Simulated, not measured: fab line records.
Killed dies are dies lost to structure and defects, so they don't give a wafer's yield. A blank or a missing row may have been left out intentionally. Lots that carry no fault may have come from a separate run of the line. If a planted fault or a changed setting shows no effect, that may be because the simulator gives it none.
A struck lot beside a sound one	flow n5_finfet	18 steps out of a route of 1938
Sound: wafers L879.3, L879.4, L879.5. Struck: wafer L877.2. (L877.5, L877.6 of the same lot were not struck and are left out.) The cause comes at the end.
Order at every step that has rows: each side's tool, ch and its chambers, its first start. Under that, the readings that differ: sound wafers	struck wafers	difference of the means	sigmas: that difference in standard deviations of wafers without a fault.
alike: words and numbers the same on both sides, and readings whose means are apart by under 2 such deviations; not compared: readings that were withheld, readings missing a value for some wafer, numbers with overlapping values and no deviation given by the record, and bounds like >300 which may hide the same value.
Wherever a step has rows on one side only, a row that says differs or no value, or a row with sigmas, the two part there. Non-overlapping numbers with no deviation appear without sigmas and do not part them. Lack of a reading on every wafer of one side parts them only where that side has two or more wafers.

first, 11 steps without rows for these wafers: N5_FIN_SAQP_DESCUM_21 (chemistry O2, time 7.9 s); N5_FIN_SAQP_ETCH_51 (etches SiARC in CF4, target depth 45.5 nm, time 75.8 s); N5_FIN_SAQP_ETCH_52 (etches SOC in N2/H2, target depth 100 nm, overetch 20 nm, time 150 s); N5_FIN_SAQP_STRIP_53 (strips in N2/H2); N5_FIN_SAQP_HM_OPEN_73 (chemistry CHF3/O2, target SiO2, stops on a-Si, target depth 12 nm, time 16.8 s); N5_FIN_SAQP_STRIP_74 (strips in CHF3/O2); N5_FIN_SAQP_MANDREL_ETCH_22 (etches a-Si in HBr/Cl2, stops on SiNx, target depth 60 nm, bt time 10 s, time 30 s); N5_FIN_SAQP_STRIP_55 (strips in N2/H2); N5_FIN_SAQP_STRIP_23 (strips in SPM, time 750 s); N5_FIN_SAQP_SRD_66 (time 30 s); N5_FIN_SAQP_RECESS_75 (chemistry HF/NH3, target SiO2, target depth 14.4 nm, afs cycles 3, sublimation time 60 s).
N5_FIN_SAQP_SPACER1_ALD_24: deposits SiO2, target thk 20.3 nm, pulse time 1 s, purge time 2 s.
  sound on ald_sin-01 ch 0,1,2, day 7 16:49; struck on ald_sin-04 ch 3, day 7 05:37
reading	sound	struck	difference	sigmas
ald_cycles	218 218 218	188	-30	
model.SiO2_of_FIN_SAQP_SPACER1_ALD_24.thk_nm (nm)	20.2 20.2 20.4	17.6	-2.7	
  alike: heater_power_w, precursor_pulse_height_rel
then, 1 step without rows for these wafers: N5_FIN_SAQP_SPACER1_ETCHBACK_25 (etches SiO2 in CHF3/O2, target depth 24.4 nm, time 12.2 s).
N5_FIN_SAQP_MANDREL1_REMOVE_56: chemistry HBr/Cl2/O2, target a-Si, stops on SiNx, bt time 10 s.
  sound on rie_si-04 ch 1,3, day 7 17:37; struck on rie_si-05 ch 3, day 7 06:26
reading	sound	struck	difference	sigmas
model.FIN_SAQP.cd_nm (nm)	20.2 20.2 20.2	17.6	-2.6	
  alike: O2_flow_sccm, drypump_motor_current_A, oes_product_au, rf_fwd_power_W, throttle_valve_pct
  not compared: rf_hours_counter_h
N5_FIN_SAQP_CD_MEAS_27: target cd 20 nm.
  sound on cd_sem-03 ch 0, day 7 17:44; struck on cd_sem-03 ch 0, day 7 06:33
reading	sound	struck	difference	sigmas
cd_nm (nm)	19.75 20.29 20.21	17.86	-2.22	-9
then, 1 step without rows for these wafers: N5_FIN_SAQP_ETCH_57 (etches SiNx in CH3F/O2, target depth 32.5 nm, time 46.4 s).
-- record jumps: 6 days separate the struck wafers' starts on either side; left off in module FIN_SAQP, taken up again in module BEOL_M4, whose first shown step is the route's number 1111 --
N5_BEOL_M4_RC_MEAS_101:
  sound on prober-02 ch 0, day 14 00:53; struck on prober-02 ch 0, day 13 08:46
reading	sound	struck	difference	sigmas
ION_N (uA/um)	682 711 698	665	-32	-3
  alike: DIBL_N, DIBL_P, IOFF_N, IOFF_P, ION_P, SS_N, SS_P, VT_N, VT_P
-- record jumps: 5 days separate the struck wafers' starts on either side; left off in module BEOL_M4, taken up again in module PASSIVATION, whose first shown step is the route's number 1936 --
N5_PASSIVATION_PROBE_49:
  the record has rows for the struck wafers here (prober-02, day 17 22:26) and none for the sound ones

## WHERE THEY PART
At N5_FIN_SAQP_CD_MEAS_27 first; at N5_PASSIVATION_PROBE_49 last (within this record only).

WHY: what had been put in by the simulator
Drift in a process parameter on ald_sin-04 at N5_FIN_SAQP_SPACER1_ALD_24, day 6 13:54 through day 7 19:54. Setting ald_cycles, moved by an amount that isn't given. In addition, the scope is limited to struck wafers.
